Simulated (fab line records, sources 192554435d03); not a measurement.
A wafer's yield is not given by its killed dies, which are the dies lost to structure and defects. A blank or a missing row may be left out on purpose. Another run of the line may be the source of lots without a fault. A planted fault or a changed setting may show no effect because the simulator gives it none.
Matching of chambers :: flow n5 finfet :: pecvd-02 running N5_BEOL_M5_DEP_56: 3 sister chambers
The step deposits SiCN from 3MS/NH3, target thk 8 nm, time 14 s. 3 wafers are shown with their chamber, then 8 later ones without.

== WAFERS WITH THEIR CHAMBER ==
wafer: L085.4
chamber: 1
throttle valve pct (%): 8.9

wafer: L086.6
chamber: 0
throttle valve pct (%): 9.7

wafer: L087.2
chamber: 2
throttle valve pct (%): 9.0

== WAFERS WITHOUT THEIR CHAMBER ==
wafer: L087.3
throttle valve pct (%): 9.0

wafer: L087.5
throttle valve pct (%): 8.6

wafer: L093.1
throttle valve pct (%): 9.4

wafer: L093.3
throttle valve pct (%): 9.2

wafer: L093.5
throttle valve pct (%): 9.1

wafer: L095.3
throttle valve pct (%): 9.8

wafer: L095.4
throttle valve pct (%): 9.9

wafer: L095.6
throttle valve pct (%): 9.3

== WHICH CHAMBER EACH ONE RAN IN ==
wafer: L087.3
from the rows above: can't be placed: 2 or 1
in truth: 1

wafer: L087.5
from the rows above: can't be placed: 1 or 2
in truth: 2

wafer: L093.1
from the rows above: can't be placed: 0 or 2 or 1
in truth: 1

wafer: L093.3
from the rows above: can't be placed: 2 or 1 or 0
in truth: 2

wafer: L093.5
from the rows above: can't be placed: 2 or 1
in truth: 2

wafer: L095.3
from the rows above: 0
in truth: 0

wafer: L095.4
from the rows above: 0
in truth: 0

wafer: L095.6
from the rows above: can't be placed: 2 or 0 or 1
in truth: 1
Placed correctly: 2 of 8. Not placeable from these rows: 6 (in 6, the candidates include the true chamber). Number placed wrongly: 0.
How it was worked out, from the rows above alone: a wafer's distance from a chamber is the root of the sum, over the readings, of the square of ((its reading less the chamber's mean) divided by the reading's scatter). If the next closest chamber is less than 2 further off than the closest, the wafer can't be placed; otherwise it belongs to the closest. For every chamber, the mean is computed from those of its wafers that are shown. The scatter: with one shown wafer a chamber, the root of the mean of the squares of how far each hidden wafer lies from its nearest shown one.
